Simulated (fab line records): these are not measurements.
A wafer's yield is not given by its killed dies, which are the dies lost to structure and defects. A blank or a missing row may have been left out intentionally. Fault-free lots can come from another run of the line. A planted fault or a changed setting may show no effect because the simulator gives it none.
Which tool is to blame? -- flow n5Finfet -- 8 lots, 24 wafers sampled, at 6 steps of a route of 1938

## WHAT EACH GAUGE READ, for each wafer
N5_BEOL_M3_OCD_MEAS_38. Usual: 54.8 nm for trenchDepthNm, sd 1.
lot,measured,on,trenchDepthNm (nm),flag
L116,day 7 11:11,ocd-02,54.6 52.9 55.7,
L119,day 7 23:45,ocd-02,55.5 55.1 55.7,
L120,day 8 07:51,ocd-02,53.5 53.2 53.1,
L122,day 9 13:29,ocd-02,54.8 55.5 55.0,
L129,day 12 10:09,ocd-02,61.9 61.4 58.7,OFF
L132,day 12 14:39,ocd-02,59.6 60.8 58.0,OFF
L137,day 12 19:55,ocd-02,55.2 55.4 54.8,
L138,day 13 19:48,ocd-02,54.6 52.8 54.9,

N5_BEOL_M4_RC_MEAS_101. Usual: DIBL_N 36.3 mV/V, standard deviation 2; DIBL_P 36.3 mV/V, standard deviation 2.4; IOFF_N 0.16 nA/um, standard deviation 0.034; IOFF_P 0.21 nA/um, standard deviation 0.035; ION_N 672 uA/um, standard deviation 12; ION_P 459 uA/um, standard deviation 6.5; SS_N 71.6 mV/dec, standard deviation 0.67; SS_P 73.3 mV/dec, standard deviation 0.71; VT_N 250 mV, standard deviation 3.5; VT_P -251 mV, standard deviation 3.
lot,measured,on,DIBL_N (mV/V),DIBL_P (mV/V),IOFF_N (nA/um),IOFF_P (nA/um),ION_N (uA/um),ION_P (uA/um),SS_N (mV/dec),SS_P (mV/dec),VT_N (mV),VT_P (mV),flag
L116,day 8 03:04,prober-01,35.5 35.7 34.9,35.7 35.9 34.7,0.15 0.15 0.13,0.20 0.21 0.19,662 661 655,458 459 450,71.6 71.4 71.9,73.3 72.8 72.6,250 254 251,-251 -251 -251,
L119,day 8 23:09,prober-02,36.8 35.0 36.5,38.7 37.0 38.6,0.17 0.15 0.16,0.20 0.18 0.21,675 675 675,453 458 453,71.6 70.9 71.7,73.8 73.1 73.9,250 253 253,-254 -255 -252,
L120,day 9 05:11,prober-02,35.9 39.3 35.9,34.6 38.7 34.3,0.14 0.22 0.15,0.17 0.23 0.16,657 689 672,444 463 452,71.6 73.1 72.0,73.7 74.5 73.3,255 247 251,-256 -251 -256,
L122,day 10 03:58,prober-02,31.6 33.2 33.5,31.6 33.4 34.0,0.11 0.13 0.14,0.16 0.18 0.20,650 660 668,451 457 458,71.4 70.7 71.6,72.7 72.2 73.1,258 252 251,-253 -251 -248,
L129,day 13 00:21,prober-01,40.2 37.9 37.9,39.4 37.2 36.3,0.22 0.17 0.16,0.27 0.22 0.21,683 667 667,469 463 457,72.0 71.9 71.3,74.3 74.1 74.1,245 249 251,-246 -249 -251,
L132,day 13 05:17,prober-02,39.6 39.0 37.7,39.7 39.1 38.0,0.21 0.19 0.17,0.25 0.24 0.22,684 676 674,467 463 470,72.5 72.7 72.5,73.8 73.7 73.3,244 249 251,-249 -249 -251,
L137,day 14 01:46,prober-02,36.8 33.8 34.3,36.2 32.4 33.0,0.16 0.12 0.13,0.20 0.15 0.16,676 666 672,458 460 459,71.6 70.9 70.7,74.0 72.0 72.4,251 255 253,-249 -256 -252,
L138,day 14 14:23,prober-01,36.8 37.2 36.1,37.1 37.9 36.1,0.19 0.20 0.18,0.22 0.24 0.21,680 679 684,459 459 462,71.8 72.0 72.0,73.0 73.4 72.6,248 246 245,-249 -248 -251,

## WHICH TOOL RAN EACH LOT (tool, then ch and the chambers of the sampled wafers, then the start)
lot,N5_BEOL_M3_ALD_98,N5_BEOL_M3_VIA_ETCH_34,N5_BEOL_M3_TRENCH_ETCH_37,N5_BEOL_M3_STRIP_97
L116,"aldSin-01 ch 0,1, day 7 07:45","rieDiel-01 ch 0,2,3, day 7 10:55","rieDiel-01 ch 0,2,3, day 7 11:01","rieDiel-01 ch 0,2,3, day 7 11:11 or earlier"
L119,"aldSin-03 ch 0,1,3, day 7 22:58","rieDiel-04 ch 1,2, day 7 23:30","rieDiel-04 ch 1,2, day 7 23:36","rieDiel-04 ch 1,2, day 7 23:45 or earlier"
L120,"aldSin-02 ch 1,2,3, day 8 04:31","rieDiel-01 ch 1,2,3, day 8 07:35","rieDiel-01 ch 1,2,3, day 8 07:41","rieDiel-01 ch 1,2,3, day 8 07:51 or earlier"
L122,"aldSin-03 ch 0,1,2, day 9 06:26","rieDiel-03 ch 1,2, day 9 13:14","rieDiel-03 ch 1,2, day 9 13:20","rieDiel-03 ch 1,2, day 9 13:29 or earlier"
L129,"aldSin-03 ch 1,2, day 12 04:33","rieDiel-01 ch 0,1, day 12 09:53","rieDiel-01 ch 0,1, day 12 09:59","rieDiel-01 ch 0,1, day 12 10:09 or earlier"
L132,"aldSin-03 ch 0,2,3, day 12 11:14","rieDiel-01 ch 0,1,3, day 12 14:24","rieDiel-01 ch 0,1,3, day 12 14:30","rieDiel-01 ch 0,1,3, day 12 14:39 or earlier"
L137,"aldSin-01 ch 0,1,2, day 12 17:29","rieDiel-04 ch 1,3, day 12 19:40","rieDiel-04 ch 1,3, day 12 19:46","rieDiel-04 ch 1,3, day 12 19:55 or earlier"
L138,"aldSin-02 ch 0,3, day 13 13:14","rieDiel-03 ch 0,1,2, day 13 19:32","rieDiel-03 ch 0,1,2, day 13 19:38","rieDiel-03 ch 0,1,2, day 13 19:48 or earlier"
- N5_BEOL_M3_ALD_98: deposits SiO2, target thk 2.5 nm, pulse time 1 s, co reactant pulse time 1 s.
- N5_BEOL_M3_VIA_ETCH_34: etches the open film in C4F6/O2, target depth 69.4 nm, time 65.9 s.
- N5_BEOL_M3_TRENCH_ETCH_37: etches SiOC in C4F6/O2, target depth 55.555 nm, time 29.2 s.
- N5_BEOL_M3_STRIP_97: strips in N2/H2, time 10 s.

## AS READ BY THE TOOLS THEMSELVES (means over the sampled wafers that have a number; for cases with no such wafer, the mark the record gives instead)
N5_BEOL_M3_ALD_98. Usual: heaterPowerW 76 W, standard deviation 8.4; precursorPulseHeightRel 0.998, standard deviation 0.022.
lot,tool,heaterPowerW (W),precursorPulseHeightRel,flag
L116,aldSin-01,74,0.997,
L119,aldSin-03,72,1.002,
L120,aldSin-02,72,0.984,
L122,aldSin-03,75,0.983,
L129,aldSin-03,76,0.988,
L132,aldSin-03,77,1.010,
L137,aldSin-01,82,1.012,
L138,aldSin-02,76,0.988,

N5_BEOL_M3_VIA_ETCH_34. Usual: drypumpMotorCurrentA 5.9 A, standard deviation 0.67; oes_f_703_au 0.77 a.u., standard deviation 0.057; oes_o_777_au 0.77 a.u., standard deviation 0.06; oesProductAu 0.77 a.u., standard deviation 0.057; rfFwdPowerW 346.5 W, standard deviation 1.6; rfVppV 660 V, standard deviation 15; showerheadPlenumPTorr 2.80 Torr, standard deviation 0.069; throttleValvePct 30.55 %, standard deviation 0.22.
lot,tool,drypumpMotorCurrentA (A),oes_f_703_au (a.u.),oes_o_777_au (a.u.),oesProductAu (a.u.),rfFwdPowerW (W),rfVppV (V),showerheadPlenumPTorr (Torr),throttleValvePct (%),flag
L116,rieDiel-01,5.8,0.80,0.80,0.80,347.6,663,2.84,30.73,
L119,rieDiel-04,5.3,0.79,0.80,0.80,348.0,677,2.90,30.49,
L120,rieDiel-01,5.5,0.76,0.75,0.76,346.9,667,2.78,30.66,
L122,rieDiel-03,5.7,0.81,0.81,0.80,347.6,648,2.83,30.32,
L129,rieDiel-01,5.4,0.75,0.75,0.75,346.6,668,2.81,30.83,
L132,rieDiel-01,5.6,0.77,0.77,0.77,346.6,663,2.78,30.79,
L137,rieDiel-04,6.1,0.75,0.76,0.77,345.6,682,2.81,30.63,
L138,rieDiel-03,6.1,0.77,0.77,0.75,346.9,649,2.80,30.39,

N5_BEOL_M3_TRENCH_ETCH_37. Usual: drypumpMotorCurrentA 5.9 A, standard deviation 0.67; oes_f_703_au 0.77 a.u., standard deviation 0.057; oes_o_777_au 0.77 a.u., standard deviation 0.061; oesProductAu 0.77 a.u., standard deviation 0.057; rfFwdPowerW 349.1 W, standard deviation 2.2; rfVppV 660 V, standard deviation 15; showerheadPlenumPTorr 2.81 Torr, standard deviation 0.069; throttleValvePct 20.74 %, standard deviation 0.21.
lot,tool,drypumpMotorCurrentA (A),oes_f_703_au (a.u.),oes_o_777_au (a.u.),oesProductAu (a.u.),rfFwdPowerW (W),rfVppV (V),showerheadPlenumPTorr (Torr),throttleValvePct (%),flag
L116,rieDiel-01,5.7,0.80,0.81,0.80,350.6,665,2.85,20.79,
L119,rieDiel-04,5.3,0.79,0.80,0.80,350.4,677,2.90,20.61,
L120,rieDiel-01,5.5,0.76,0.75,0.76,348.4,667,2.79,20.76,
L122,rieDiel-03,5.8,0.81,0.81,0.81,349.2,648,2.83,20.55,
L129,rieDiel-01,5.4,0.96,0.95,0.79,435.9,599,2.81,21.00,OFF
L132,rieDiel-01,5.6,0.98,0.97,0.80,435.0,595,2.79,20.94,OFF
L137,rieDiel-04,6.1,0.75,0.75,0.77,346.2,682,2.82,20.75,
L138,rieDiel-03,6.1,0.77,0.77,0.76,350.0,650,2.81,20.64,

N5_BEOL_M3_STRIP_97. Usual: drypumpMotorCurrentA 5.9 A, standard deviation 0.67; oesProductAu 0.77 a.u., standard deviation 0.059; rfVppV 59.0 V, standard deviation 0.79; showerheadPlenumPTorr 2.50 Torr, standard deviation 0.07; throttleValvePct 23.51 %, standard deviation 0.28.
lot,tool,drypumpMotorCurrentA (A),oesProductAu (a.u.),rfVppV (V),showerheadPlenumPTorr (Torr),throttleValvePct (%),flag
L116,rieDiel-01,5.7,0.80,58.7,2.53,23.47,
L119,rieDiel-04,5.3,0.80,58.8,2.60,23.45,
L120,rieDiel-01,5.5,0.76,58.7,2.48,23.55,
L122,rieDiel-03,5.7,0.81,59.1,2.52,23.17,
L129,rieDiel-01,5.4,0.75,58.8,2.49,23.55,
L132,rieDiel-01,5.6,0.77,58.6,2.47,23.61,
L137,rieDiel-04,6.0,0.78,59.4,2.52,23.69,
L138,rieDiel-03,6.1,0.77,59.4,2.50,23.42,

## THE ANSWER, worked out from the rows above alone
Rule: a lot counts as off when the mean over its wafers that have a number is more than 3 standard deviations away from the usual mean. Also off: a lot with no number at a reading for which 4 or more lots have one. Any other lot the step has rows for is counted as sound. The gauges are gone through in route order, then the tools' own readings, and for those a lot's mean is taken as printed above. At the first step where some lot is off, the reading lying furthest off is the one used; lots without a number count as furthest.
Off, at N5_BEOL_M3_OCD_MEAS_38 on trenchDepthNm: L129, L132.
A tool fits if, at a process step before that reading, it ran every lot that is off, and no sound lot after the first of them. Not tried: the gauges at N5_BEOL_M3_OCD_MEAS_38; whatever is off there is also off at N5_BEOL_M3_TRENCH_ETCH_37, on other tools, and gauge error can't account for it. Because N5_BEOL_M3_STRIP_97 lacks a start for some lots, the hours and order of its lots are taken from N5_BEOL_M3_OCD_MEAS_38. Undecided on this evidence; 2 tools fit (aldSin-03 at N5_BEOL_M3_ALD_98, rieDiel-01 at N5_BEOL_M3_VIA_ETCH_34 and N5_BEOL_M3_TRENCH_ETCH_37 and N5_BEOL_M3_STRIP_97).

## WHAT HAD BEEN PUT IN BY THE SIMULATOR
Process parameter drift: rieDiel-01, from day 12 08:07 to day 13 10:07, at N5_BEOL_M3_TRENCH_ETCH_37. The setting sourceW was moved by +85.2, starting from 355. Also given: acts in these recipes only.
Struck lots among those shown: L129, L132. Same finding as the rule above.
